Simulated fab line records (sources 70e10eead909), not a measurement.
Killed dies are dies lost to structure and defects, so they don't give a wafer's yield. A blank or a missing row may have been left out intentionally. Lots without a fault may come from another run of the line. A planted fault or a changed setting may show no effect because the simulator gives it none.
8D (eight disciplines) problem report, filled in by code | flow nand_harc | the parts of the form that need people (team, actions taken, sign-off) are left out

== 1. PROBLEM STATEMENT ==
Wafers with no fault read 29 with a standard deviation of 10, whereas killed_at_array at NHARC_END_SORT_01 reads a mean of 400 on 1 wafer of 1 lot. Relative to the usual mean, that is a shift of +37 standard deviations.
First seen on wafer L465.2, day 23 13:27, on prober-02. The record holds 3 wafers of 1 lot with a number at this step. Rule for "out" (also "out of limits"): further than 4 standard deviations from the usual mean. Any other wafer with a number is counted as sound.

== 2. WHAT IT IS AND WHAT IT IS NOT ==
question                    | is                           | is not
which readings at this step | killed_at_array, killed_dies | killed_at_other, killed_open, killed_short
which lots                  | L465                         | -
which wafers of those lots  | L465.2                       | L465.1, L465.3
read on which gauges        | prober-02                    | -
when                        | from day 23 13:27            | up to then (1 sound wafer); but 1 sound wafer of L465 came after

== 3. THE SUSPECTS, EACH WITH WHAT RULES IT OUT ==
Counting: a tool at a process step up to the reading stays a suspect if it ran every lot that is out. Sound lots after the first of them don't rule it out here, since some wafers of a struck lot are sound.
- the gauge at NHARC_END_SORT_01: ruled out. All the wafers that are out were read on prober-02, but those of them that NHARC_A_CHANNEL_HOLE_D1_ETCH_44 has rows for are out there too, on other tools.
- rie_diel-08 at NHARC_A_CHANNEL_HOLE_D1_ETCH_39 (etches the open film in N2/H2, target depth 260 nm, time 325 s): kept. It ran the lot that is out, L465 (day 12 09:10). Because NHARC_A_CHANNEL_HOLE_D1_ETCH_39 lacks a start for some lots, the hours and order of its lots are taken from NHARC_A_CHANNEL_HOLE_D1_ETCH_23.
- har_etch-01 at NHARC_A_CHANNEL_HOLE_D1_ETCH_23 (etches the open film in C4F8/O2/Ar, time 819 s, target depth 1600 nm): kept. It ran the lot that is out, L465 (day 12 09:10).
- har_etch-01 at NHARC_A_CHANNEL_HOLE_D1_ETCH_26 (etches the open film in C4F8/O2/Ar, time 224.1 s, target depth 300 nm): kept. It ran the lot that is out, L465 (day 12 11:30).
- rie_diel-08 at NHARC_A_CHANNEL_HOLE_D1_ETCH_44 (etches the open film in CF4/O2, target depth 140 nm, overetch 14 nm, time 77 s): kept. It ran the lot that is out, L465 (day 12 12:27). Its own readings are out on those wafers: oes_product_au.
- At NHARC_A_CHANNEL_HOLE_D1_ETCH_39, inside rie_diel-08: chamber 3 took the wafers that are out, while their sound lot-mates went through chambers 0, 1.
- At NHARC_A_CHANNEL_HOLE_D1_ETCH_44, inside rie_diel-08: chamber 0 took the wafers that are out, while their sound lot-mates went through chambers 1, 2.
Left after counting: rie_diel-08 at NHARC_A_CHANNEL_HOLE_D1_ETCH_39, har_etch-01 at NHARC_A_CHANNEL_HOLE_D1_ETCH_23, har_etch-01 at NHARC_A_CHANNEL_HOLE_D1_ETCH_26, rie_diel-08 at NHARC_A_CHANNEL_HOLE_D1_ETCH_44.

== 4. THE CAUSE (what the simulator had put in) ==
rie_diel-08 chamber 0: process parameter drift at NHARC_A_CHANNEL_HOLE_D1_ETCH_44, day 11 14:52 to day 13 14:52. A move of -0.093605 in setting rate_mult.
Counting leaves 4 suspects; this tool is one of them.

== 5. THE CHAIN OF EFFECTS, in route order ==
Rows list readings where the struck wafers' mean (over those with a number) sits beyond 3 standard deviations from the usual. Readings are gone through only where the record gives a usual standard deviation; hours: the median, over the lots, of the time from a lot's start at the first step in this table giving one to that lot's start at this step; sigmas: the change measured in usual standard deviations.
hours | step                            | reading             | usual      | on struck wafers | change | sigmas
0     | NHARC_A_CHANNEL_HOLE_D1_ETCH_44 | oes_product_au      | 1.001 a.u. | 0.930            | -0.071 | -4.7
265   | NHARC_END_SORT_01               | killed_at_array     | 29         | 400              | +371   | +37
265   | NHARC_END_SORT_01               | killed_at_periphery | 3.3        | 12.0             | +8.7   | +3.6
265   | NHARC_END_SORT_01               | killed_dies         | 33         | 413              | +380   | +35
It contains these process steps:
- NHARC_A_CHANNEL_HOLE_D1_ETCH_44: etches the open film in CF4/O2, target depth 140 nm, overetch 14 nm, time 77 s.

== 6. WHAT WOULD HAVE CAUGHT IT SOONER ==
The first out-of-limits reading at a measuring or inspecting step in this record came at day 23 13:27, 287 hours after the fault's start at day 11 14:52.
At NHARC_A_CHANNEL_HOLE_D1_ETCH_44, the tool's own readings (oes_product_au) were out on each struck wafer the step has a row for, so an alarm limit on them would have fired on the first such wafer.
Lots out: 1; all had begun NHARC_A_CHANNEL_HOLE_D1_ETCH_44 on rie_diel-08 by day 23 13:27. Holding the tool at that point would not have protected any of them.
